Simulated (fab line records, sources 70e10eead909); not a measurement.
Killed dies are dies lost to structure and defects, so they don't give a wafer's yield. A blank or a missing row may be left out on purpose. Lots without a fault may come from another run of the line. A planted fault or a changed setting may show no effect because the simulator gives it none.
Chamber matching | flow nand_harc | NHARC_A_CHANNEL_FILL_D1_ALD_02 on ald_hk-04: 4 sister chambers
The step deposits SiO2, target thk 6 nm, pulse time 10 s, ald cycles 60. 14 wafers are shown with their chamber, then 7 later ones without.

WAFERS WITH THEIR CHAMBER
wafer  | chamber | heater_power_w (W) | precursor_pulse_height_rel
L375.2 | 3       | 548                | 1.007
L375.3 | 1       | 539                | 0.993
L375.4 | 2       | 409                | 1.048
L377.2 | 3       | 553                | 1.019
L377.3 | 1       | 545                | 0.993
L377.6 | 3       | 554                | 0.974
L378.1 | 1       | 551                | 0.987
L378.3 | 3       | 545                | 1.003
L378.5 | 1       | 546                | 0.975
L389.1 | 0       | 407                | 0.983
L389.3 | 2       | 409                | 0.985
L389.4 | 3       | 546                | 0.964
L391.4 | 1       | 549                | 1.010
L391.5 | 2       | 420                | 0.980

SIGNATURES (means of the wafers above)
reading                    | chamber 0 | chamber 1 | chamber 2 | chamber 3 | scatter within a chamber
heater_power_w             | 407.00    | 546.00    | 412.67    | 549.20    | 4.81
precursor_pulse_height_rel | 0.98300   | 0.99160   | 1.00433   | 0.99340   | 0.0238
Rule: a wafer's distance from a chamber is the root of the sum, over the readings, of the square of ((its reading less the chamber's mean) divided by the reading's scatter). The wafer belongs to the nearest chamber; if the next one is less than 2 further off, it can't be placed. The scatter: the root of (the sum of the squares of (reading less its chamber's mean) over the shown wafers, divided by (wafers less chambers)).

WAFERS WITHOUT THEIR CHAMBER
wafer  | heater_power_w (W) | precursor_pulse_height_rel
L391.6 | 565                | 1.017
L393.1 | 410                | 1.014
L393.3 | 564                | 1.024
L393.4 | 545                | 1.007
L396.1 | 409                | 1.000
L396.2 | 549                | 0.992
L396.4 | 419                | 0.988

WHICH CHAMBER EACH WENT THROUGH
wafer  | from the rows above     | in truth
L391.6 | can't be placed: 3 or 1 | 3
L393.1 | can't be placed: 2 or 0 | 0
L393.3 | can't be placed: 3 or 1 | 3
L393.4 | can't be placed: 1 or 3 | 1
L396.1 | can't be placed: 2 or 0 | 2
L396.2 | can't be placed: 3 or 1 | 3
L396.4 | can't be placed: 2 or 0 | 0
Placed correctly: 0 of 7. Can't be placed from these rows: 7 (the true chamber is among the candidates in 7). Placed wrongly: 0.
